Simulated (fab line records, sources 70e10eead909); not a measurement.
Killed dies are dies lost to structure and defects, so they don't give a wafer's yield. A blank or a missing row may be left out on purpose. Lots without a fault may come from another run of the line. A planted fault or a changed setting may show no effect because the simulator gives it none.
Which tool did it? | flow nand_harc | 6 lots, 18 wafers sampled, at 2 steps of a route of 1159

WHAT THE GAUGES READ, wafer by wafer
NHARC_A_BONDPAD_CD_MEAS_13.
lot  | measured     | on        | cd_nm (nm)
L324 | day 18 06:13 | cd_sem-01 | 500.8 495.4 497.7
L323 | day 18 14:20 | cd_sem-01 | 496.1 503.4 495.9
L327 | day 19 23:49 | cd_sem-03 | 495.5 496.7 493.4
L329 | day 20 07:10 | cd_sem-03 | 504.5 502.7 504.9
L334 | day 22 06:23 | cd_sem-01 | 502.6 501.5 499.9
L339 | day 23 00:37 | cd_sem-01 | 500.6 497.3 500.3

WHICH TOOL RAN EACH LOT (tool, then ch and the chambers of the sampled wafers, then the start)
lot  | NHARC_A_BLC_PVD_32
L324 | pvd_sputter-03, day 17 18:14
L323 | pvd_sputter-03, day 17 22:58
L327 | pvd_sputter-03, day 19 10:39
L329 | pvd_sputter-03, day 19 18:58
L334 | pvd_sputter-01, day 21 16:27
L339 | pvd_sputter-02, day 22 12:35
- NHARC_A_BLC_PVD_32: deposits Ti, target thk 5 nm, time 17.7 s.

THE ANSWER, worked out from the rows above alone
Rule: what is usual is taken from the lots themselves. Put in order of their means at a reading, lots are off if they are a third of the lots or fewer, leave a main group of 4 or more, and stand apart from it by a gap of 3 or more times the standard deviation of the main group's means; of several such gaps the widest counts. A main group whose means are all the same, to the digits that the tables above print for the reading, isn't used. A lot without any number at a reading at which 4 lots or more have one is off too. The other lots that the step has rows for count as sound.
No lot is off at any reading shown: from this, nothing can be told.

WHAT THE SIMULATOR HAD PUT IN
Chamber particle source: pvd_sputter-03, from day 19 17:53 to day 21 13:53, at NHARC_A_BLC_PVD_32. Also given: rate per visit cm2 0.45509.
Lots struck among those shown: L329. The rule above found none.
